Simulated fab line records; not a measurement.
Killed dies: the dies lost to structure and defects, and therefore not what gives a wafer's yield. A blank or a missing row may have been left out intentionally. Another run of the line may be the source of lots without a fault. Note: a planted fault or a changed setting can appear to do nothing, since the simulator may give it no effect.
fab line records	flow n5Finfet
record lots=5	wafers=15	lastDay=17
route steps=1938 shown MOL_CONTACT_COAG@577 BEOL_M4@1111 PASSIVATION@1936
lots untouched by any fault: they come from a run of this same line in which no faults occurred
startH: hours from the record's first day to the start of the lot's first wafer shown	waitH: how many hours have passed since the lot's step before this one	" the same as in the row above	L1.1+2: a row that stands for several wafers	- value missing, or start not given	* or withheld: withheld	< > ~ a bound
route shown NAME@n: names a module that has steps shown in the file, with the first one's number in the route	usual: average and standard deviation across the fault-free wafers	same: alike in all rows	chamber/n: place in a boat	sites: the reading at each site	_std_site: how widely they spread, as a standard deviation	_edge_site: mean of outer sites minus mean of inner sites	radiusMm: for every site, how far away it sits from the centre of the wafer	mask NAME#n: copy n	behind: the most recent tool/chamber to have shaped the wafer	hold: why the lot went on hold/how many hours it stayed there/how the hold came to an end	device: the n, p or np transistor that did not switch	end of line: the route-end tests of the same wafers	a step with no rows: only its recipe	killed: dies lost to structure and defects at the first sort, not the wafer's yield	map: per-die view of a wafer (x killed, . not killed, _ where there is no die)
set.NAME: setting as actually run; set.NAME@STEP: the setting as run at that earlier step	model.NAME: the simulator's own value behind a step, which no gauge read
certain route steps with their lots: each step a table, each wafer a row
## steps
# step N5_MOL_CONTACT_COAG_ETCH_89
# recipe chemistry=N2/H2	target=underlayer	targetDepthA=130	maskMaterial=CAR-EUV	timeS=10.4	ionEnergyEv=200	pressureMtorr=30	sourceW=840	biasW=150	n2FlowSccm=200	h2FlowSccm=200	ends=cleared
# step N5_MOL_CONTACT_COAG_ETCH_90
# recipe chemistry=CF4	target=SiARC	targetDepthA=130	maskMaterial=CAR-EUV	timeS=21.7	ionEnergyEv=80	pressureMtorr=40	sourceW=545	biasW=36	Ar_flow_sccm=100	cf4FlowSccm=100	ends=cleared
# step N5_MOL_CONTACT_COAG_ALD_131
# recipe material=SiO2	targetThkA=50	tempC=100	aldPrecursorFamily=BDEAS	aldCoReactant=O2-plasma	pulseTimeS=1	coReactantPulseTimeS=1	purgeTimeS=2	coReactantPurgeTimeS=2	aldCycles=35	pressureTorr=2
# step N5_MOL_CONTACT_COAG_ETCHBACK_132
# recipe chemistry=CHF3	target=SiO2	targetDepthA=100	timeS=6.7	ionEnergyEv=200	pressureMtorr=30	sourceW=610	biasW=170	Ar_flow_sccm=200	CHF3_flow_sccm=50
# step N5_MOL_CONTACT_COAG_ETCH_91
# recipe chemistry=N2/H2	target=SOC	targetDepthA=600	overetchA=210	maskMaterial=SiARC	tempC=40	timeS=101.2	ionEnergyEv=200	pressureMtorr=30	sourceW=840	biasW=150	n2FlowSccm=200	h2FlowSccm=200
# step N5_MOL_CONTACT_COAG_STRIP_92
# recipe chemistry=N2/H2	tempC=40	n2FlowSccm=200	h2FlowSccm=200	rfFrequencyHz=6e+07
# step N5_MOL_CONTACT_COAG_STRIP_93
# recipe chemistry=N2/H2	tempC=40	n2FlowSccm=200	h2FlowSccm=200	rfFrequencyHz=6e+07
# step N5_MOL_CONTACT_COAG_ETCHBACK_135
# recipe chemistry=CHF3	target=SiO2	targetDepthA=250	timeS=16.7	ionEnergyEv=200	pressureMtorr=30	sourceW=610	biasW=170	Ar_flow_sccm=200	CHF3_flow_sccm=50
# step N5_MOL_CONTACT_COAG_STRIP_118
# recipe chemistry=CHF3	resist=SiARC	rfFrequencyHz=6e+07
# step N5_MOL_CONTACT_COAG_VIA_ETCH_46
# recipe chemistry=C4F6/O2	targetDepthA=460	overetchA=92	maskMaterial=SOC	target=SiO2	biasW=455	pressureMtorr=10	timeS=40	sourceW=325	Ar_flow_sccm=300	C4F6_flow_sccm=10	O2_flow_sccm=10	ionEnergyEv=575.3	ends=endPoint
# step N5_MOL_CONTACT_COAG_STRIP_96
# recipe chemistry=N2/H2	powerW=500	tempC=40	pressureMtorr=50	rfFrequencyHz=6e+07	overashFraction=0.3	biasPowerW=28	h2Frac=0.5	n2FlowSccm=300	h2FlowSccm=300
# step N5_MOL_CONTACT_COAG_ETCH_47
# recipe chemistry=CH3F/O2	target=SiNx	targetDepthA=270	maskMaterial=SiO2	stopOn=W	overEtchFrac=0.2	ionEnergyEv=120	endpoint=OES-CN	pressureMtorr=30	sourceW=395	biasW=73	Ar_flow_sccm=150	CH3F_flow_sccm=30	O2_flow_sccm=20	ends=endPoint
# step N5_MOL_CONTACT_COAG_STRIP_119
# recipe chemistry=N2/H2	timeS=30	powerW=1000	tempC=250	pressureMtorr=withheld	n2FlowSccm=1750	h2FlowSccm=3250
# usual drypumpMotorCurrentA=5.9/0.53	h2FlowSccm=3250/9.3	heaterPowerW=370/24
lot.wafer	tool	chamber	startH	waitH	drypumpMotorCurrentA	h2FlowSccm	heaterPowerW	rfHoursCounterH
L327.2	plasmaAsher-01	1	146.28	0.1	-	-	-	-
L327.3	"	1	"	"	-	-	-	-
L327.6	"	0	"	"	-	-	-	-
L328.2	plasmaAsher-01	0	154.25	0.1	-	-	-	-
L328.3	"	1	"	"	-	-	-	-
L328.6	"	0	"	"	-	-	-	-
L329.3	plasmaAsher-02	0	164.29	0.1	-	-	-	-
L329.4	"	1	"	"	-	-	-	-
L329.6	"	0	"	"	-	-	-	-
L335.1	plasmaAsher-01	1	194.16	0.1	6.1	3247	376	62
L335.4	"	0	"	"	6.5	3254	403	-
L335.5	"	0	"	"	6.5	3256	399	-
L338.1	plasmaAsher-02	0	213.45	0.1	5.0	3240	363	117
L338.4	"	1	"	"	5.9	3251	339	-
L338.6	"	0	"	"	4.9	3254	360	-
# step N5_MOL_CONTACT_COAG_PRECLEAN_144
# recipe chemistry=alkalineClean	tempC=60	timeS=60	doPpb=50
# step N5_MOL_CONTACT_COAG_SRD_145
# recipe dry=ipaMarangoni	timeS=30	tempC=23	rinseLiquid=diw
# step N5_MOL_CONTACT_COAG_COAT_62
# recipe resist=SOC	tempC=250	timeS=60	spinRpm=1500	resistThkNm=60
# step N5_MOL_CONTACT_COAG_COAT_63
# recipe resist=SiARC	tempC=220	timeS=60	spinRpm=1500	resistThkNm=10
# step N5_MOL_CONTACT_COAG_COAT_64
# recipe resist=underlayer	tempC=205	timeS=60	spinRpm=1500	resistThkNm=10
# step N5_MOL_CONTACT_COAG_COAT_34
# recipe resist=CAR-EUV	spinRpm=1500	resistThkNm=40
# step N5_MOL_CONTACT_COAG_EBR_36
# recipe solvent=PGMEA	ebrWidthMm=1.5
# step N5_MOL_CONTACT_COAG_SOFTBAKE_35
# recipe tempC=110	timeS=60	resist=CAR-EUV
# step N5_MOL_CONTACT_COAG_EXPOSE_37
# recipe maskId=VD	na=0.33	sourceShape=annular	sigmaInner=0.3	sigmaOuter=0.7	polarization=unpolarized	defocusNm=0	doseMj=62
# step N5_MOL_CONTACT_COAG_PEB_38
# recipe pebTempC=100	pebTimeS=60	resist=CAR-EUV
# step N5_MOL_CONTACT_COAG_DEVELOP_39
# recipe developTimeS=30	developer=TMAH	resist=CAR-EUV	rinseLiquid=surfactantRinse	dry=airSpin	devTempC=23
# step N5_MOL_CONTACT_COAG_INSPECT_42
# recipe mode=adi	inspectInstrument=brightfield
# usual rawDefectCount=220/57
lot.wafer	tool	chamber	startH	waitH	rawDefectCount
L327.2	defectInspect-02	-	146.97	0.0	625
L327.3	"	-	"	"	757
L327.6	"	-	"	"	571
L328.2	defectInspect-02	-	154.93	0.0	706
L328.3	"	-	"	"	620
L328.6	"	-	"	"	769
L329.3	defectInspect-02	-	164.83	0.0	571
L329.4	"	-	"	"	623
L329.6	"	-	"	"	570
L335.1	defectInspect-02	-	194.71	0.1	215
L335.4	"	-	"	"	169
L335.5	"	-	"	"	196
L338.1	defectInspect-01	-	214.18	0.1	215
L338.4	"	-	"	"	194
L338.6	"	-	"	"	223
# step N5_MOL_CONTACT_COAG_DESCUM_45
# recipe chemistry=O2	timeS=7	sourcePowerW=50	biasPowerW=20	pressureMtorr=20	rfFrequencyHz=2.712e+07	tempC=40	resist=CAR-EUV	o2FlowSccm=225
# step N5_BEOL_M4_RC_MEAS_101
# usual DIBL_N=36.2/2	DIBL_P=36.1/2.4	IOFF_N=0.16/0.035	IOFF_P=0.22/0.041	ION_N=675/14	ION_P=465/8.6	SS_N=71.5/0.64	SS_P=73.2/0.76	VT_N=250/3.9	VT_P=-249/3.4
lot.wafer	tool	chamber	startH	waitH	DIBL_N[mV/V]	DIBL_P[mV/V]	IOFF_N[nA/um]	IOFF_P[nA/um]	ION_N[uA/um]	ION_P[uA/um]	SS_N[mV/dec]	SS_P[mV/dec]	VT_N[mV]	VT_P[mV]
L327.2	prober-01	0	213.38	0.2	37.6	39.5	0.20	0.28	695	472	71.6	73.4	246	-245
L327.3	"	0	"	"	37.8	40.3	0.21	0.30	688	479	71.5	73.7	245	-243
L327.6	"	0	"	"	36.3	36.5	0.17	0.24	683	467	71.7	72.4	248	-246
L328.2	prober-02	0	225.34	0.2	33.3	33.7	0.12	0.18	647	453	70.1	72.8	253	-247
L328.3	"	0	"	"	34.5	34.4	0.13	0.19	653	455	70.6	73.2	250	-251
L328.6	"	0	"	"	35.4	34.5	0.15	0.19	671	462	71.1	73.5	251	-252
L329.3	prober-02	0	227.29	0.3	39.9	40.1	0.22	0.27	695	472	72.5	74.0	243	-245
L329.4	"	0	"	"	35.2	33.3	0.12	0.15	671	460	71.5	73.3	252	-253
L329.6	"	0	"	"	36.2	35.1	0.15	0.18	688	465	71.3	72.9	247	-252
L335.1	prober-01	0	264.24	0.0	37.9	37.7	0.17	0.24	681	466	72.2	73.2	251	-245
L335.4	"	0	"	"	35.6	35.9	0.13	0.21	671	474	71.3	72.7	253	-249
L335.5	"	0	"	"	35.6	34.7	0.13	0.20	663	468	71.7	72.9	249	-248
L338.1	prober-02	0	293.08	0.0	37.7	38.8	0.20	0.26	680	471	71.8	73.9	249	-249
L338.4	"	0	"	"	38.1	37.5	0.18	0.22	685	469	72.8	73.9	251	-250
L338.6	"	0	"	"	34.9	35.0	0.14	0.18	665	457	71.4	73.3	254	-252
# step N5_PASSIVATION_PROBE_49
# usual defectLimitedYield=91.1/1.4	killed_at_M0_to_M3=36/9.9	killed_at_M4_up=13/5.8	killedAtContacts=14/5.9	killedAtFrontEnd=39/11	killedAtOther=3.4/2.9	killedDies=105/17	killedOpen=70/13	killedShort=34/7.3	sort_bin_5_function=5.3/1	sort_bin_6_memory=3.3/0.62	sortNPass=1075/17	sortYieldPct=91.1/1.4
# same grossDies=1180	killedAtBackSide=0	sort_bin_4_leakage[%]=0	sort_bin_8_speed[%]=0
lot.wafer	tool	chamber	startH	waitH	defectLimitedYield[%]	killed_at_M0_to_M3	killed_at_M4_up	killedAtContacts	killedAtFrontEnd	killedAtOther	killedDies	killedOpen	killedShort	sort_bin_5_function[%]	sort_bin_6_memory[%]	sortNPass	sortYieldPct[%]
L327.2	prober-01	-	322.70	0.1	91.1	34	10	23	32	6	105	62	43	4.9	3.8	1075	91.1
L327.3	prober-01	-	322.75	0.1	92.0	13	8	21	51	1	94	58	36	4.9	2.7	1086	92.0
L327.6	prober-01	-	322.90	0.3	91.9	21	14	13	48	0	96	68	27	4.6	3.3	1084	91.9
L328.2	prober-01	-	323.84	0.1	88.3	51	8	34	41	4	138	85	42	5.8	4.5	1042	88.3
L328.3	prober-01	-	323.89	0.1	92.1	32	17	16	24	4	93	61	32	4.3	3.2	1087	92.1
L328.6	prober-01	-	324.04	0.3	90.5	33	9	26	43	1	112	72	30	4.8	3.6	1068	90.5
L329.3	prober-02	-	333.66	0.5	91.9	45	6	20	23	1	95	62	32	4.5	3.5	1085	91.9
L329.4	prober-02	-	333.71	0.5	91.6	33	20	22	23	1	99	68	31	5.1	3.0	1081	91.6
L329.6	prober-02	-	333.81	0.6	93.1	39	10	13	20	0	82	60	21	4.2	2.7	1098	93.1
# killed by level:class
L327.2 MOL_CONTACT_COAG:geometricParticle:open=17 BEOL_M0_SAQP:geometricParticle:open=8 BEOL_M0_SAQP:geometricParticle:short=7 STI_FIN_REVEAL:geometricParticle:open=6 GATE_CUT:geometricParticle:short=6 MOL_CONTACT_COAG:geometricParticle:short=6 BEOL_M1:geometricParticle:short=6 BEOL_M2:geometricParticle:open=5
L327.3 MOL_CONTACT_COAG:geometricParticle:open=17 FIN_SAQP:geometricParticle:short=11 FIN_SAQP:geometricParticle:open=10 STI_FIN_REVEAL:geometricParticle:open=5 BEOL_M1:geometricParticle:short=5 GATE_CUT:geometricParticle:short=5 DUMMY_GATE:geometricParticle:open=4 BEOL_M3:geometricParticle:open=4
L327.6 STI_FIN_REVEAL:geometricParticle:open=13 MOL_CONTACT_COAG:geometricParticle:open=13 FIN_SAQP:geometricParticle:short=9 BEOL_M2:geometricParticle:open=7 BEOL_M4:geometricParticle:open=6 GATE_CUT:geometricParticle:short=5 ILD0:geometricParticle:open=4 BEOL_M0_SAQP:geometricParticle:short=4
L328.2 MOL_CONTACT_COAG:geometricParticle:open=24 BEOL_M1:geometricParticle:open=16 BEOL_M0_SAQP:geometricParticle:short=12 HKMG_FIN:areaEtch=11 MOL_CONTACT_COAG:geometricParticle:short=10 BEOL_M0_SAQP:geometricParticle:open=8 FIN_SAQP:geometricParticle:short=7 STI_FIN_REVEAL:geometricParticle:open=6
L328.3 MOL_CONTACT_COAG:geometricParticle:open=15 BEOL_M2:geometricParticle:open=9 BEOL_M5:geometricParticle:open=8 FIN_SAQP:geometricParticle:open=4 BEOL_M0_SAQP:geometricParticle:short=4 BEOL_M2:geometricParticle:short=4 BEOL_M3:geometricParticle:open=4 BEOL_M0_SAQP:geometricParticle:open=3
L328.6 MOL_CONTACT_COAG:geometricParticle:open=23 BEOL_M0_SAQP:geometricParticle:open=13 HKMG_FIN:areaEtch=9 FIN_SAQP:geometricParticle:short=8 BEOL_M2:geometricParticle:open=5 ILD0:geometricParticle:open=5 BEOL_M1:geometricParticle:open=5 GATE_CUT:geometricParticle:short=4
L329.3 MOL_CONTACT_COAG:geometricParticle:open=16 BEOL_M0_SAQP:geometricParticle:short=9 BEOL_M0_SAQP:geometricParticle:open=7 BEOL_M2:geometricParticle:open=7 BEOL_M3:geometricParticle:open=7 BEOL_M0:geometricParticle:open=6 FIN_SAQP:geometricParticle:short=5 MOL_CONTACT_COAG:geometricParticle:short=4
L329.4 MOL_CONTACT_COAG:geometricParticle:open=17 BEOL_M4:geometricParticle:open=10 BEOL_M0_SAQP:geometricParticle:open=8 BEOL_M2:geometricParticle:open=6 DUMMY_GATE:geometricParticle:open=5 GATE_CUT:geometricParticle:short=5 MOL_CONTACT_COAG:geometricParticle:short=5 BEOL_M0:geometricParticle:open=5
L329.6 MOL_CONTACT_COAG:geometricParticle:open=11 BEOL_M2:geometricParticle:open=10 BEOL_M3:geometricParticle:open=9 BEOL_M0_SAQP:geometricParticle:short=8 STARTING-WAFER:geometricParticle:open=7 BEOL_M4:geometricParticle:open=7 DUMMY_GATE:geometricParticle:open=5 BEOL_M0_SAQP:geometricParticle:open=4
## key
firstSign step=N5_MOL_CONTACT_COAG_STRIP_119	reading=toolRecord	direction=missing
effect step=N5_MOL_CONTACT_COAG_INSPECT_42	reading=rawDefectCount	direction=up	sigmas=7.5	usual=220	struck=646
metAt N5_MOL_CONTACT_COAG_STRIP_119
struckWafers L327.2,L327.3,L327.6,L328.2,L328.3,L328.6,L329.3,L329.4,L329.6
baselineLoss step=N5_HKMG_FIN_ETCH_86	wafers=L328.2
fault kind=skippedStepWhole	tool=plasmaAsher-01,plasmaAsher-02	chamber=-	onsetH=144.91	steps=N5_MOL_CONTACT_COAG_STRIP_119	scope=struckLotsOnly
# baselineLoss: these wafers lose ten dies or more at that step, a loss of the line's own and not of a fault; the sort's usual values leave them out
